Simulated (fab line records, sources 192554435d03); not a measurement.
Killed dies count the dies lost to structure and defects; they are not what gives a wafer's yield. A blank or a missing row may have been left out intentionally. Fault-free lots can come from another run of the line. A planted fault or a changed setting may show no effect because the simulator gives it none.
Which tool is to blame? | flow n5-finfet | Sampling: 11 lots, 33 wafers, 3 of 1938 route steps

== WHAT EACH GAUGE READ, for each wafer ==
N5_PASSIVATION_CD_MEAS_10: the cd target is 3000 nm. Usual: cd-nm at 2999.6 nm, with a standard deviation of 1.8.
lot  | measured     | on        | cd-nm (nm)           | flag
L548 | day 12 19:10 | cd-sem-02 | 3000.7 2996.4 2998.9 |
L549 | day 12 22:34 | cd-sem-03 | 2999.1 2999.5 2998.3 |
L552 | day 13 22:38 | cd-sem-02 | 3002.1 3001.1 3001.2 |
L554 | day 13 23:33 | cd-sem-02 | 3002.8 3000.8 3000.8 |
L553 | day 13 22:48 | cd-sem-03 | 2999.8 3003.1 2998.5 |
L555 | day 14 09:32 | cd-sem-01 | 3000.7 2999.4 3000.2 |
L558 | day 15 15:45 | cd-sem-01 | 3004.6 3001.4 3002.4 |
L561 | day 16 09:09 | cd-sem-03 | 2999.2 2999.5 2997.3 |
L563 | day 16 00:01 | cd-sem-03 | 3001.1 2999.7 2999.0 |
L565 | day 17 21:30 | cd-sem-03 | 2998.1 2998.2 2998.2 |
L571 | day 18 22:30 | cd-sem-01 | 3001.2 2997.8 3001.0 |

== TOOL THAT RAN EACH LOT (tool first, then ch and the chambers of the sampled wafers, then the start) ==
lot  | N5_BEOL_M8_ETCH_41                 | N5_PASSIVATION_PECVD_55
L548 | rie-diel-01 ch 1,2,3, day 10 01:38 | pecvd-03 ch 0,1,2, day 12 15:13
L549 | rie-diel-03 ch 0,1,3, day 10 12:52 | pecvd-01 ch 0,2, day 12 22:02
L552 | rie-diel-01 ch 0,3, day 11 03:20   | pecvd-03 ch 1,2, day 13 22:14
L554 | rie-diel-03 ch 0,1,3, day 11 07:14 | pecvd-01 ch 1,2, day 13 22:18
L553 | rie-diel-03 ch 0,1,2, day 11 10:43 | pecvd-03 ch 0,1,2, day 13 22:20
L555 | rie-diel-03 ch 1,3, day 11 21:43   | pecvd-01 ch 0,1, day 14 07:30
L558 | rie-diel-03 ch 1,2, day 13 00:52   | pecvd-04 ch 0,2, day 15 15:07
L561 | rie-diel-03 ch 0,2,3, day 13 09:25 | pecvd-04 ch 0,1,2, day 16 07:07
L563 | rie-diel-01 ch 1,3, day 13 14:24   | pecvd-04 ch 0,1, day 15 22:01
L565 | rie-diel-01 ch 0,1,3, day 14 13:05 | pecvd-04 ch 0,2, day 17 20:55
L571 | rie-diel-04 ch 0,3, day 15 17:50   | pecvd-04 ch 0,1,2, day 18 21:22
- N5_BEOL_M8_ETCH_41: etches SiCN in CH3F/O2, target depth 31.9 nm, time 57.8 s.
- N5_PASSIVATION_PECVD_55: deposits SiO2 from SiH4/N2O, target thk 400 nm, time 22.5 s.

== AS READ BY THE TOOLS THEMSELVES (means over the sampled wafers that have a number; for cases with no such wafer, the mark the record gives instead) ==
N5_BEOL_M8_ETCH_41. Usual: drypump-motor-current-A 5.8 A, standard deviation 0.36; oes-product-au 0.79 a.u., standard deviation 0.077; rf-vpp-V 296.7 V, standard deviation 1.6; showerhead-plenum-p-Torr 1.97 Torr, standard deviation 0.068; throttle-valve-pct 16.31 %, standard deviation 0.3.
lot  | tool        | drypump-motor-current-A (A) | oes-product-au (a.u.) | rf-vpp-V (V) | showerhead-plenum-p-Torr (Torr) | throttle-valve-pct (%) | flag
L548 | rie-diel-01 | 5.9                         | 0.71                  | 296.3        | 1.96                            | 16.40                  |
L549 | rie-diel-03 | 5.7                         | 0.85                  | 296.4        | 1.94                            | 16.21                  |
L552 | rie-diel-01 | 5.8                         | 0.77                  | 296.9        | 1.92                            | 16.33                  |
L554 | rie-diel-03 | 5.8                         | 0.83                  | 296.1        | 1.94                            | 16.22                  |
L553 | rie-diel-03 | 5.7                         | 0.84                  | 297.6        | 1.99                            | 16.26                  |
L555 | rie-diel-03 | 6.2                         | 0.82                  | 295.5        | 1.94                            | 16.16                  |
L558 | rie-diel-03 | 5.8                         | 0.78                  | 297.7        | 2.03                            | 16.46                  |
L561 | rie-diel-03 | 5.5                         | 0.77                  | 296.4        | 1.97                            | 16.50                  |
L563 | rie-diel-01 | 5.9                         | 0.86                  | 295.9        | 1.94                            | 16.18                  |
L565 | rie-diel-01 | 5.9                         | 0.79                  | 296.0        | 1.92                            | 16.21                  |
L571 | rie-diel-04 | 5.5                         | 0.79                  | 296.7        | 1.99                            | 16.21                  |

N5_PASSIVATION_PECVD_55. Usual: heater-power-outer-w 396 W, standard deviation 57; heater-power-w 685 W, standard deviation 91; showerhead-plenum-p-Torr 8.18 Torr, standard deviation 0.062; throttle-valve-pct 52 %, standard deviation 3.8.
lot  | tool     | heater-power-outer-w (W) | heater-power-w (W) | showerhead-plenum-p-Torr (Torr) | throttle-valve-pct (%) | flag
L548 | pecvd-03 | 426                      | 715                | 8.22                            | 51                     |
L549 | pecvd-01 | 427                      | 728                | 8.15                            | 50                     |
L552 | pecvd-03 | 424                      | 701                | 8.22                            | 50                     |
L554 | pecvd-01 | 451                      | 783                | 8.16                            | 51                     |
L553 | pecvd-03 | 396                      | 679                | 8.24                            | 51                     |
L555 | pecvd-01 | 383                      | 636                | 8.18                            | 51                     |
L558 | pecvd-04 | 366                      | 629                | 8.10                            | 53                     |
L561 | pecvd-04 | 385                      | 678                | 8.15                            | 53                     |
L563 | pecvd-04 | 363                      | 674                | 8.19                            | 55                     |
L565 | pecvd-04 | 316                      | 590                | 8.15                            | 56                     |
L571 | pecvd-04 | 424                      | 726                | 8.14                            | 52                     |

== THE ANSWER, worked out from the rows above alone ==
Rule: a lot is off if the mean of its wafers that have a number lies more than 3 standard deviations from the usual mean. Also off: a lot with no number at a reading for which 4 or more lots have one. The other lots that the step has rows for count as sound. Order of review: gauges by route order, followed by the tools' own readings, for which a lot's mean as printed above is used. The first step at which some lot is off is used, and at that step the reading that is off furthest; a lot without a number counts as furthest.
No lot is off on any of the readings shown, so nothing can be concluded from this.

== WHAT HAD BEEN PUT IN BY THE SIMULATOR ==
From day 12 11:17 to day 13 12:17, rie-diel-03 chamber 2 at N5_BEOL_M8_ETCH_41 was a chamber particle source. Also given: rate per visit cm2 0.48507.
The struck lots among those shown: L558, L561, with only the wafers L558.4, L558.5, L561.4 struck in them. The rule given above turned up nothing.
